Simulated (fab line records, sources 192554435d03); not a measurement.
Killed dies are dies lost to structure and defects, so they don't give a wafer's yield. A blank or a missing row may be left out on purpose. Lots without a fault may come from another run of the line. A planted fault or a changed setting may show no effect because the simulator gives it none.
Which tool did it? | flow n5_finfet | 11 lots, 33 wafers sampled, at 3 steps of a route of 1938

WHAT THE GAUGES READ, wafer by wafer
N5_BEOL_M11_THK_MEAS_53: measures by xrf. Usual: M11_THK 139 nm, standard deviation 4.3.
lot  | measured     | on            | M11_THK (nm) | flag
L846 | day 11 22:28 | film_metro-01 | 142 144 143  |
L849 | day 12 19:33 | film_metro-02 | 146 140 141  |
L843 | day 12 21:38 | film_metro-01 | 141 142 137  |
L853 | day 13 14:16 | film_metro-02 | 138 139 135  |
L852 | day 13 14:31 | film_metro-02 | 147 141 142  |
L859 | day 15 23:05 | film_metro-02 | 149 138 138  |
L861 | day 15 23:38 | film_metro-01 | 145 131 131  |
L862 | day 16 17:16 | film_metro-02 | 137 137 137  |
L863 | day 17 02:46 | film_metro-01 | 140 137 138  |
L864 | day 17 02:52 | film_metro-01 | 137 146 140  |
L865 | day 17 09:44 | film_metro-02 | 138 136 133  |

N5_BEOL_M12_CD_MEAS_10: target cd 140 nm. Usual: cd_nm 142.0 nm, standard deviation 1.9.
lot  | measured     | on        | cd_nm (nm)        | flag
L846 | day 11 23:05 | cd_sem-01 | 144.3 144.5 146.4 |
L849 | day 12 20:20 | cd_sem-01 | 141.2 142.9 141.0 |
L843 | day 12 22:23 | cd_sem-03 | 142.1 141.5 141.2 |
L853 | day 13 14:53 | cd_sem-02 | 145.0 141.9 141.0 |
L852 | day 13 15:08 | cd_sem-03 | 143.5 141.0 143.0 |
L859 | day 15 23:43 | cd_sem-01 | 140.7 140.8 144.8 |
L861 | day 16 00:24 | cd_sem-02 | 141.9 145.7 141.5 |
L862 | day 16 18:01 | cd_sem-02 | 139.1 140.9 138.5 |
L863 | day 17 03:31 | cd_sem-01 | 144.2 143.3 142.9 |
L864 | day 17 03:35 | cd_sem-01 | 140.6 137.3 141.4 |
L865 | day 17 10:22 | cd_sem-01 | 142.8 141.9 142.7 |

WHICH TOOL RAN EACH LOT (tool, then ch and the chambers of the sampled wafers, then the start)
lot  | N5_BEOL_M11_CMP_52
L846 | cmp-04 ch 0,3, day 11 22:10
L849 | cmp-04 ch 1,2, day 12 19:17
L843 | cmp-01 ch 0,2,3, day 12 21:25
L853 | cmp-02 ch 0,1,2, day 13 13:59
L852 | cmp-01 ch 0,1,3, day 13 14:13
L859 | cmp-04 ch 0,2,3, day 15 22:50
L861 | cmp-04 ch 1,2,3, day 15 23:24
L862 | cmp-02 ch 0,1,2, day 16 16:58
L863 | cmp-04 ch 0,1,2, day 17 02:31
L864 | cmp-02 ch 0,1,3, day 17 02:34
L865 | cmp-02 ch 1,2,3, day 17 09:26
- N5_BEOL_M11_CMP_52: polishes, stops on SiCOH lowk, t overpolish 7 s, target thk 140 nm.

WHAT THE TOOLS THEMSELVES READ (means of the sampled wafers that have a number; where no wafer has one, the mark that the record gives instead)
N5_BEOL_M11_CMP_52. Usual: barrier_field_endpoint_s 28.8 s, standard deviation 0.99; clearing_platen_down_force_psi 1.500 psi, standard deviation 0.003; head_pressure_psi 1.0004 psi, standard deviation 0.0023; motor_current_A 6.2 A, standard deviation 0.46; overpolish_run_s 7.000 s, standard deviation 0.009; time_to_endpoint_s 66 s, standard deviation 3.8.
lot  | tool   | barrier_field_endpoint_s (s) | clearing_platen_down_force_psi (psi) | head_pressure_psi (psi) | motor_current_A (A) | overpolish_run_s (s) | time_to_endpoint_s (s) | flag
L846 | cmp-04 | 30.2                         | 1.496                                | 1.0004                  | 6.3                 | 7.000                | 66                     |
L849 | cmp-04 | 29.7                         | 1.502                                | 1.0020                  | 6.5                 | 6.999                | 68                     |
L843 | cmp-01 | 29.4                         | 1.500                                | 1.0009                  | 6.1                 | 6.995                | 64                     |
L853 | cmp-02 | 28.3                         | 1.501                                | 1.0015                  | 6.0                 | 7.000                | 64                     |
L852 | cmp-01 | 28.1                         | 1.499                                | 0.9999                  | 6.3                 | 6.996                | 63                     |
L859 | cmp-04 | 30.3                         | 1.497                                | 0.9998                  | 6.6                 | 7.007                | 69                     |
L861 | cmp-04 | 30.2                         | 1.500                                | 0.9982                  | 6.1                 | 7.001                | 68                     |
L862 | cmp-02 | 28.1                         | 1.499                                | 1.0003                  | 6.1                 | 7.002                | 65                     |
L863 | cmp-04 | 28.9                         | 1.502                                | 1.0018                  | 6.8                 | 7.001                | 69                     |
L864 | cmp-02 | 28.3                         | 1.501                                | 1.0008                  | 6.1                 | 7.009                | 63                     |
L865 | cmp-02 | 27.8                         | 1.498                                | 0.9980                  | 5.8                 | 6.997                | 63                     |

THE ANSWER, worked out from the rows above alone
Rule: a lot is off if the mean of its wafers that have a number lies more than 3 standard deviations from the usual mean. A lot without any number at a reading at which 4 lots or more have one is off too. The other lots that the step has rows for count as sound. The gauges are gone through in route order, then the tools' own readings, and for those a lot's mean is taken as printed above. The first step at which some lot is off is used, and at that step the reading that is off furthest; a lot without a number counts as furthest.
No lot is off at any reading shown: from this, nothing can be told.

WHAT THE SIMULATOR HAD PUT IN
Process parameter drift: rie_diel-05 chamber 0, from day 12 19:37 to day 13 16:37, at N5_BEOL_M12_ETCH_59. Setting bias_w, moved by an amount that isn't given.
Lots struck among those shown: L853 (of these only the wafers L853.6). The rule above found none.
